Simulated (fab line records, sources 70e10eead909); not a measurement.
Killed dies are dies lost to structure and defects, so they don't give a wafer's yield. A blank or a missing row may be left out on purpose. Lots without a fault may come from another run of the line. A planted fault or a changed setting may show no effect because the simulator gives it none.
Which tool did it? | flow nand_harc | 12 lots, 36 wafers sampled, at 2 steps of a route of 1159

WHAT THE GAUGES READ, wafer by wafer
NHARC_A_ONON_D1_THK_MEAS_11: measures by ellipsometry.
lot  | measured     | on            | thk_nm (nm)
L075 | day 8 06:23  | film_metro-02 | 997 1000 998
L077 | day 8 06:25  | film_metro-01 | 1004 1003 1003
L079 | day 8 22:04  | film_metro-02 | 1002 1004 1001
L081 | day 9 01:34  | film_metro-02 | 1005 1005 1003
L084 | day 9 17:30  | film_metro-01 | 989 992 988
L085 | day 10 10:51 | film_metro-01 | 1009 1010 1010
L086 | day 10 20:22 | film_metro-02 | 1010 1012 1011
L089 | day 11 17:20 | film_metro-02 | 998 997 1000
L091 | day 11 17:20 | film_metro-01 | 985 986 985
L093 | day 11 23:53 | film_metro-02 | 975 975 976
L095 | day 12 23:27 | film_metro-02 | 1004 1004 1003
L097 | day 12 23:40 | film_metro-01 | 991 995 992

WHICH TOOL RAN EACH LOT (tool, then ch and the chambers of the sampled wafers, then the start)
lot  | NHARC_P_BONDPAD_PRE_CLEAN_26
L075 | pvd_sputter-01, day 8 06:23 or earlier
L077 | pvd_sputter-01, day 8 06:25 or earlier
L079 | pvd_sputter-02, day 8 22:04 or earlier
L081 | pvd_sputter-02, day 9 01:34 or earlier
L084 | pvd_sputter-02, day 9 17:30 or earlier
L085 | pvd_sputter-03, day 10 10:51 or earlier
L086 | pvd_sputter-03, day 10 20:22 or earlier
L089 | pvd_sputter-02, day 11 17:20 or earlier
L091 | pvd_sputter-02, day 11 17:20 or earlier
L093 | pvd_sputter-02, day 11 23:53 or earlier
L095 | pvd_sputter-02, day 12 23:27 or earlier
L097 | pvd_sputter-02, day 12 23:40 or earlier
- NHARC_P_BONDPAD_PRE_CLEAN_26: time 30 s.

THE ANSWER, worked out from the rows above alone
Rule: what is usual is taken from the lots themselves. Put in order of their means at a reading, lots are off if they are a third of the lots or fewer, leave a main group of 4 or more, and stand apart from it by a gap of 3 or more times the standard deviation of the main group's means; of several such gaps the widest counts. A main group whose means are all the same, to the digits that the tables above print for the reading, isn't used. A lot without any number at a reading at which 4 lots or more have one is off too. The other lots that the step has rows for count as sound.
No lot is off at any reading shown: from this, nothing can be told.

WHAT THE SIMULATOR HAD PUT IN
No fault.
